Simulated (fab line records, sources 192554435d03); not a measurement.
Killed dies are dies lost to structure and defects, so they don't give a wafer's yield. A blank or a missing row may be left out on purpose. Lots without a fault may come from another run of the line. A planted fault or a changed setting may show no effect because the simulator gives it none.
Chamber matching | flow n5_finfet | N5_BEOL_M3_ALD_98 on ald_sin-01: 4 sister chambers
The step deposits SiO2, target thk 2.5 nm, pulse time 1 s, co reactant pulse time 1 s. 8 wafers are shown with their chamber, then 8 later ones without.

WAFERS WITH THEIR CHAMBER
wafer  | chamber | heater_power_w (W) | precursor_pulse_height_rel
L080.4 | 0       | 68                 | 0.991
L082.2 | 2       | 74                 | 0.981
L082.5 | 1       | 78                 | 1.006
L082.6 | 2       | 72                 | 0.978
L088.2 | 3       | 76                 | 1.008
L088.3 | 0       | 68                 | 0.993
L088.6 | 1       | 77                 | 0.997
L087.2 | 3       | 75                 | 0.987

WAFERS WITHOUT THEIR CHAMBER
wafer  | heater_power_w (W) | precursor_pulse_height_rel
L087.4 | 79                 | 0.999
L087.5 | 75                 | 0.995
L085.3 | 78                 | 1.017
L085.4 | 67                 | 1.007
L085.5 | 67                 | 0.990
L089.1 | 67                 | 1.001
L089.3 | 80                 | 0.979
L089.4 | 74                 | 0.956

WHICH CHAMBER EACH WENT THROUGH
wafer  | from the rows above     | in truth
L087.4 | 1                       | 1
L087.5 | 3                       | 3
L085.3 | can't be placed: 1 or 3 | 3
L085.4 | 0                       | 0
L085.5 | 0                       | 0
L089.1 | 0                       | 0
L089.3 | can't be placed: 1 or 3 | 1
L089.4 | 2                       | 2
Placed correctly: 6 of 8. Can't be placed from these rows: 2 (the true chamber is among the candidates in 2). Placed wrongly: 0.
How it was worked out, from the rows above alone: a wafer's distance from a chamber is the root of the sum, over the readings, of the square of ((its reading less the chamber's mean) divided by the reading's scatter). The wafer belongs to the nearest chamber; if the next one is less than 2 further off, it can't be placed. A chamber's mean is the mean of its shown wafers. The scatter: the root of (the sum of the squares of (reading less its chamber's mean) over the shown wafers, divided by (wafers less chambers)).
